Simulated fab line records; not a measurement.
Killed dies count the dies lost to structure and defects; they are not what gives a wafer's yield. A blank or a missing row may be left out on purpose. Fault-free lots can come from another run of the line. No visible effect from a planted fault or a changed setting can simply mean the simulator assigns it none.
Shared-tool check	flow nand_harc	Sampled: 12 lots, 42 wafers

WHAT PROMPTED THE OPENING
On 2 of the 12 lots, a flag is raised at NHARC_A_WL_FILL_INSPECT_15 on the reading raw_defect_count. Wafers without a fault read 406, standard deviation 130.
Rule: a lot is flagged in two cases, either no wafer of it has a number, or all its wafers with numbers fall more than 4 standard deviations from that mean. As for the other lots, they are considered sound.

lot	measured	on	raw_defect_count, wafer by wafer	flag
L396	day 16 05:53	defect_inspect-01	261 292 296	
L401	day 16 22:13	defect_inspect-01	443 393 599	
L398	day 16 22:29	defect_inspect-02	644 624 619	
L403	day 18 04:13	defect_inspect-01	363 304 413	
L404	day 18 04:48	defect_inspect-01	437 525 533	
L405	day 18 16:04	defect_inspect-01	419 455 470	
L410	day 19 08:38	defect_inspect-02	372 316 686	
L409	day 20 01:25	defect_inspect-01	1304 1487 1471 1316 1460 1462	FLAGGED
L411	day 20 03:01	defect_inspect-01	1310 1667 1606 1340 1669 1585	FLAGGED
L417	day 21 15:07	defect_inspect-02	305 266 288	
L418	day 21 15:31	defect_inspect-01	300 551 633	
L419	day 22 02:14	defect_inspect-02	381 339 397	
On average the flagged lots' numbers are 1473, which is +1067 against the usual, or +8 standard deviations.

LOT BY LOT: THE TOOL USED
The record holds 3 process steps before the reading, out of a route of 1159 steps. Each cell gives the tool, then ch followed by the chambers the sampled wafers passed through, then the start.
lot	flag	NHARC_A_WL_FILL_ALD_00	NHARC_A_WL_FILL_ETCHBACK_05	NHARC_A_WL_FILL_CMP_12
L396		ald_hk-01 ch 0,2,3, day 14 21:07	rie_metal-03 ch 0,1, day 15 01:34	cmp-02 ch 1,3, day 16 05:25
L401		ald_hk-04 ch 2,3, day 15 17:51	rie_metal-01 ch 0,1, day 15 22:19	cmp-01 ch 1,2,3, day 16 21:47
L398		ald_hk-03 ch 1,2,3, day 15 10:22	rie_metal-01 ch 0,1, day 15 16:31	cmp-01 ch 1,2,3, day 16 22:04
L403		ald_hk-04 ch 0,1,2, day 16 19:40	rie_metal-03 ch 0,1, day 17 06:12	cmp-01 ch 0,1,2, day 18 03:49
L404		ald_hk-04 ch 0,1, day 16 19:47	rie_metal-01 ch 0,1, day 17 09:03	cmp-03 ch 2,3, day 18 04:19
L405		ald_hk-03 ch 0,1,3, day 17 10:04	rie_metal-03 ch 0,1, day 17 14:38	cmp-01 ch 0,1,2, day 18 15:36
L410		ald_hk-04 ch 0,1,2, day 18 03:09	rie_metal-02 ch 0,1, day 18 08:47	cmp-02 ch 0,1, day 19 08:10
L409	FLAGGED	ald_hk-04 ch 0,1,3, day 18 23:29	rie_metal-02 ch 0, day 19 03:54	cmp-01 ch 0,3, day 20 00:58
L411	FLAGGED	ald_hk-01 ch 0,3, day 18 23:26	rie_metal-01 ch 0,1, day 19 03:53	cmp-01 ch 0,2, day 20 02:31
L417		ald_hk-01 ch 0,1,3, day 20 11:06	rie_metal-01 ch 0,1, day 20 16:04	cmp-03 ch 0,2,3, day 21 14:40
L418		ald_hk-03 ch 0,1,2, day 20 11:06	rie_metal-03 ch 0,1, day 20 15:34	cmp-02 ch 0,1,2, day 21 15:02
L419		ald_hk-01 ch 0,2,3, day 20 19:55	rie_metal-01 ch 0,1, day 21 00:30	cmp-02 ch 0,1,2, day 22 01:45
These steps, and what they do:
- NHARC_A_WL_FILL_ALD_00: deposits Al2O3, target thk 3 nm, pulse time 3 s, ald cycles 30.
- NHARC_A_WL_FILL_ETCHBACK_05: etches the open film in Cl2/BCl3, target depth 22 nm, time 60 s.
- NHARC_A_WL_FILL_CMP_12: polishes, t overpolish 30 s, target thk 75 nm.
- NHARC_A_WL_FILL_INSPECT_15

FLAGGED OVER TOTAL, TOOL BY TOOL (the gauges that took the reading come last)
step	tool	lots run	flagged	share of the flagged lots	sound lots run after its first flagged lot
NHARC_A_WL_FILL_ALD_00	ald_hk-01	4	1	some	2 (L417,L419)
NHARC_A_WL_FILL_ALD_00	ald_hk-03	3	0	none	-
NHARC_A_WL_FILL_ALD_00	ald_hk-04	5	1	some	0
NHARC_A_WL_FILL_ETCHBACK_05	rie_metal-01	6	1	some	2 (L417,L419)
NHARC_A_WL_FILL_ETCHBACK_05	rie_metal-02	2	1	some	0
NHARC_A_WL_FILL_ETCHBACK_05	rie_metal-03	4	0	none	-
NHARC_A_WL_FILL_CMP_12	cmp-01	6	2	all	0
NHARC_A_WL_FILL_CMP_12	cmp-02	4	0	none	-
NHARC_A_WL_FILL_CMP_12	cmp-03	2	0	none	-
NHARC_A_WL_FILL_INSPECT_15	defect_inspect-01	8	2	all	1 (L418)
NHARC_A_WL_FILL_INSPECT_15	defect_inspect-02	4	0	none	-

WHAT IS ALLOWED BY THE TABLE
Table rows that saw every flagged lot: 2, namely cmp-01 at NHARC_A_WL_FILL_CMP_12 and defect_inspect-01 at NHARC_A_WL_FILL_INSPECT_15.
- cmp-01 at NHARC_A_WL_FILL_CMP_12 ran 6 lots, 2 of them flagged. Last sound lot L405 at day 18 15:36, first flagged lot L409 at day 20 00:58; a fault beginning in between fits.
- defect_inspect-01 at NHARC_A_WL_FILL_INSPECT_15 ran 8 lots, 2 of them flagged. Lots that were sound ran on it after the first flagged one (L418); a persistent fault on the entire tool would not allow that.
Left over: one tool, cmp-01 at NHARC_A_WL_FILL_CMP_12.

WHAT THE SIMULATOR HAD INSERTED
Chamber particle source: cmp-01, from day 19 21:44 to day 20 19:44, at NHARC_A_WL_FILL_CMP_12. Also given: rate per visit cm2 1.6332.
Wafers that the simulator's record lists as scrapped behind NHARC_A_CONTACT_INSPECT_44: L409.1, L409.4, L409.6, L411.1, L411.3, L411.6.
Shown lots that were struck: L409, L411. The rule above reached the same finding.
